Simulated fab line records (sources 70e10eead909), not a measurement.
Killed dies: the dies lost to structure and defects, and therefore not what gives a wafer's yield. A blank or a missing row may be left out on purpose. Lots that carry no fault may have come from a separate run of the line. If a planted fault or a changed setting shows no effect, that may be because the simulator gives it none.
Chamber matching ; flow nand-harc ; NHARC_A_CHANNEL_HOLE_D2_ETCH_44 on rie-diel-09: 4 sister chambers
The step etches the open film in CF4/O2, target depth 140 nm, overetch 14 nm, time 77 s. 18 wafers are shown with their chamber, then 9 later ones without.

## EACH WAFER AND ITS CHAMBER
wafer;chamber;showerhead-plenum-p-Torr (Torr);oes-product-au (a.u.);rf-vpp-V (V)
L075.2;1;1.43;0.993;198.7
L075.3;3;1.34;0.999;197.3
L075.4;0;1.29;1.004;196.7
L079.1;0;1.29;1.010;197.4
L079.2;2;1.40;1.009;198.5
L079.5;1;1.43;0.988;200.0
L081.1;2;1.40;1.023;198.7
L081.3;3;1.34;1.000;198.1
L081.6;3;1.34;1.003;198.1
L082.1;0;1.29;1.012;195.2
L082.3;3;1.34;0.999;199.2
L082.5;2;1.40;1.026;199.9
L084.3;2;1.40;1.019;200.0
L084.5;3;1.34;1.001;198.9
L084.6;2;1.40;1.024;197.9
L085.3;2;1.40;1.024;198.8
L085.5;1;1.43;1.001;198.9
L085.6;0;1.28;1.008;196.7

SIGNATURES (averages over the wafers above)
reading;chamber 0;chamber 1;chamber 2;chamber 3;scatter within a chamber
showerhead-plenum-p-Torr;1.2875;1.4300;1.4000;1.3400;0.00231
oes-product-au;1.00850;0.99400;1.02083;1.00040;0.00483
rf-vpp-V;196.500;199.200;198.967;198.320;0.811
Rule: distance of a wafer from a chamber = root of the sum over the readings of ((wafer's reading minus chamber's mean) / reading's scatter) squared. The wafer belongs to the nearest chamber; if the next one is less than 2 further off, it can't be placed. How the scatter is found: for the shown wafers, subtract from each reading the mean of its chamber, square and add these, divide the total by (wafers less chambers), then take the root.

## WAFERS WHOSE CHAMBER IS MISSING
wafer;showerhead-plenum-p-Torr (Torr);oes-product-au (a.u.);rf-vpp-V (V)
L087.1;1.40;1.013;199.9
L087.5;1.34;1.000;198.9
L087.6;1.40;1.016;200.6
L092.1;1.28;1.006;196.6
L092.5;1.34;0.992;197.3
L092.6;1.28;1.000;196.9
L096.1;1.43;0.998;198.8
L096.3;1.40;1.013;200.2
L096.4;1.34;1.011;197.2

## WHICH CHAMBER EACH ONE RAN IN
wafer;from the rows above;in truth
L087.1;2;2
L087.5;3;3
L087.6;2;2
L092.1;0;0
L092.5;3;3
L092.6;0;0
L096.1;1;1
L096.3;2;2
L096.4;3;3
Correctly placed: 9 of 9. Not placeable from these rows: 0. Placed wrongly: 0.
